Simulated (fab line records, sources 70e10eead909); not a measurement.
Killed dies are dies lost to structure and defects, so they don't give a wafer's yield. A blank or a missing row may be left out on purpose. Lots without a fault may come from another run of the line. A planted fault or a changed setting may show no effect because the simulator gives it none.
Problem report in the 8D (eight disciplines) form, filled by code | flow nand_harc | the parts of the form that need people (team, actions taken, sign-off) are left out

1. THE PROBLEM
killed_dies at NHARC_END_SORT_01 reads a mean of 677 on 3 wafers of 2 lots; wafers without a fault read 32 with a standard deviation of 11. That is +59 standard deviations from the usual mean.
First seen on wafer L593.3, day 20 17:44, on prober-01. The record holds 4 wafers of 2 lots with a number at this step. Rule for "out", or "out of limits": more than 4 standard deviations from the usual mean. The other wafers with a number count as sound.

2. WHAT IT IS AND WHAT IT IS NOT
question                    | is                           | is not
which readings at this step | killed_dies, killed_at_array | killed_open, killed_short
which lots                  | L593, L594                   | -
which wafers of those lots  | L593.3, L594.3, L594.6       | L593.4
read on which gauges        | prober-01, prober-02         | -
when                        | from day 20 17:44            | up to then (0 sound wafers); but 1 sound wafer of L593 came after

3. SUSPECTS, AND WHAT RULES EACH OUT
Counting: a tool at a process step up to the reading stays a suspect if it ran every lot that is out. Sound lots after the first of them don't rule it out here, since some wafers of a struck lot are sound.
- the gauge at NHARC_END_SORT_01: ruled out. The wafers that are out were read on 2 gauges (prober-01, prober-02).
- rie_diel-02 at NHARC_A_WL_FILL_ETCHBACK_16 (etches the open film in C4F8/O2/Ar, target depth 88 nm, time 17.6 s): kept. It ran every lot that is out, first L593 (day 17 03:32). Its own readings are out on those wafers: run_length_s.
- cvd_w-02 at NHARC_A_WL_FILL_CVD_20 (deposits W, target thk 75 nm, time 5064 s): kept. It ran every lot that is out, first L593 (day 20 17:44). NHARC_A_WL_FILL_CVD_20 gives no start for some lots, so the hours and the order of its lots are those of NHARC_END_SORT_01.
- Within rie_diel-02 at NHARC_A_WL_FILL_ETCHBACK_16: the wafers that are out ran in chambers 1, 2; their sound lot-mates ran in chamber 0.
Left after counting: rie_diel-02 at NHARC_A_WL_FILL_ETCHBACK_16, cvd_w-02 at NHARC_A_WL_FILL_CVD_20.

4. THE CAUSE (what the simulator had put in)
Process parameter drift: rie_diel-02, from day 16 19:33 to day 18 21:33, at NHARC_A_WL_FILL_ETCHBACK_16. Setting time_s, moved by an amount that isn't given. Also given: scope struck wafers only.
Counting left 2 suspects, and this tool is among them.

5. THE CHAIN OF EFFECTS, in route order
Each row: a reading whose mean over the struck wafers that have a number lies more than 3 standard deviations from the usual. Only readings for which the record gives a usual standard deviation are gone through. hours: the time from each lot's start at the first step in this table that gives one to its start at this step, as a median over the lots. sigmas: the change in usual standard deviations.
hours | step                        | reading         | usual  | on struck wafers | change | sigmas
0     | NHARC_A_WL_FILL_ETCHBACK_16 | run_length_s    | 38.9 s | 24.6             | -14.3  | -29
86    | NHARC_END_SORT_01           | killed_at_array | 27     | 668              | +641   | +53
86    | NHARC_END_SORT_01           | killed_dies     | 32     | 677              | +645   | +59
The process steps in it:
- NHARC_A_WL_FILL_ETCHBACK_16: etches the open film in C4F8/O2/Ar, target depth 88 nm, time 17.6 s.

6. WHAT WOULD HAVE CAUGHT IT SOONER
In this record the first reading out of limits at a measuring or inspecting step was taken at day 20 17:44, 94 hours after the fault began at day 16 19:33.
The tool's own readings at NHARC_A_WL_FILL_ETCHBACK_16 were out on every struck wafer that the step has a row for (run_length_s): an alarm limit on them would have fired on the first of those.
All the lots that are out (2) had begun NHARC_A_WL_FILL_ETCHBACK_16 on rie_diel-02 by day 20 17:44. A hold on the tool at that time would have spared none of them.
